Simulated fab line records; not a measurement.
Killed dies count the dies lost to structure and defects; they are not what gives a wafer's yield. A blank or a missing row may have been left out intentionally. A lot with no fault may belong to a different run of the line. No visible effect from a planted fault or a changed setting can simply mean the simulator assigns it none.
3 desks, one fault + flow n5Finfet + what lay behind the numbers comes last; until then each desk has only its own

## THE DEFECT DESK
For each lot, the counts of the inspections along the route, averaged over the sampled wafers that have a number. The brackets show how far a lot's mean lies from the usual mean; more than 4 standard deviations puts the lot out of limits, marked OUT.
Columns: A = rawDefectCount at N5_SD_EPI_P_INSPECT_11, usual 2.1
| lot  | first seen here | A   |
|------|-----------------|-----|
| L197 | day 4 00:01     | 1.3 |
| L198 | day 4 02:36     | 2.7 |
| L207 | day 6 13:25     | 2.3 |
| L210 | day 7 01:29     | 2.0 |
| L217 | day 9 10:47     | 1.3 |
This desk's verdict: no lot among the 5 shows anything out of limits.

## FOR THE TOOL OWNER'S DESK: rieDiel-04
The tool's own readings at N5_SD_EPI_P_ETCHBACK_46 (etches SiNx in CH3F/O2, stops on SiO2, target depth 17.5 nm): means of the sampled wafers that have a number, for each lot that ran on this tool. The brackets show how far a lot's mean lies from the usual mean; more than 4 standard deviations puts the lot out of limits, marked OUT.
Columns: A = drypumpMotorCurrentA at N5_SD_EPI_P_ETCHBACK_46, usual 5.6 A; B = mfcArSccm at N5_SD_EPI_P_ETCHBACK_46, usual 150.0 sccm; C = oes_ar_750_au at N5_SD_EPI_P_ETCHBACK_46, usual 0.80 a.u.; D = oesProductAu at N5_SD_EPI_P_ETCHBACK_46, usual 0.68 a.u.; E = rfVppV at N5_SD_EPI_P_ETCHBACK_46, usual 297 V; F = showerheadPlenumPTorr at N5_SD_EPI_P_ETCHBACK_46, usual 2.00 Torr; G = throttleValvePct at N5_SD_EPI_P_ETCHBACK_46, usual 16.39 %
| lot  | first seen here | A   | B     | C    | D    | E   | F    | G     |
|------|-----------------|-----|-------|------|------|-----|------|-------|
| L198 | day 4 03:03     | 6.0 | 150.1 | 0.79 | 0.68 | 299 | 2.01 | 16.47 |
| L207 | day 6 13:52     | 5.9 | 150.0 | 0.78 | 0.66 | 295 | 2.01 | 16.62 |
This desk's verdict: no lot among the 2 shows anything out of limits.

## AT THE METROLOGY DESK
What the gauges read for every lot (on any tool): the sampled wafers with a number, averaged. The brackets show how far a lot's mean lies from the usual mean; more than 4 standard deviations puts the lot out of limits, marked OUT. Of its 12 readings 7 are shown: those that lie furthest out on some lot.
Columns: A = cdNm at N5_SD_EPI_P_CD_MEAS_09, usual 239.9 nm; B = SD_P_BLK_OVL at N5_SD_EPI_P_OVL_MEAS_10, usual -0.5 nm; C = DIBL_P at N5_BEOL_M4_RC_MEAS_101, usual 36.4 mV/V; D = IOFF_P at N5_BEOL_M4_RC_MEAS_101, usual 0.21 nA/um; E = ION_P at N5_BEOL_M4_RC_MEAS_101, usual 465 uA/um; F = SS_P at N5_BEOL_M4_RC_MEAS_101, usual 73.2 mV/dec; G = VT_P at N5_BEOL_M4_RC_MEAS_101, usual -250 mV
| lot  | first seen here | A     | B    | C    | D    | E   | F    | G    |
|------|-----------------|-------|------|------|------|-----|------|------|
| L197 | day 3 23:58     | 239.4 | 0.3  | 34.3 | 0.17 | 462 | 72.5 | -254 |
| L198 | day 4 02:32     | 239.1 | -0.5 | 38.6 | 0.23 | 463 | 73.0 | -249 |
| L207 | day 6 13:22     | 240.9 | -0.8 | 37.8 | 0.26 | 482 | 73.8 | -247 |
| L210 | day 7 01:26     | 240.0 | 0.3  | 36.1 | 0.21 | 464 | 73.1 | -251 |
| L217 | day 9 10:43     | 238.9 | -1.0 | 37.2 | 0.22 | 464 | 73.0 | -248 |
This desk's verdict: no lot among the 5 shows anything out of limits.

## ALL TOGETHER
The defect desk saw nothing out of limits.
The tool owner's desk saw nothing out of limits.
The metrology desk saw nothing out of limits.

## WHAT THE SIMULATOR HAD INSERTED
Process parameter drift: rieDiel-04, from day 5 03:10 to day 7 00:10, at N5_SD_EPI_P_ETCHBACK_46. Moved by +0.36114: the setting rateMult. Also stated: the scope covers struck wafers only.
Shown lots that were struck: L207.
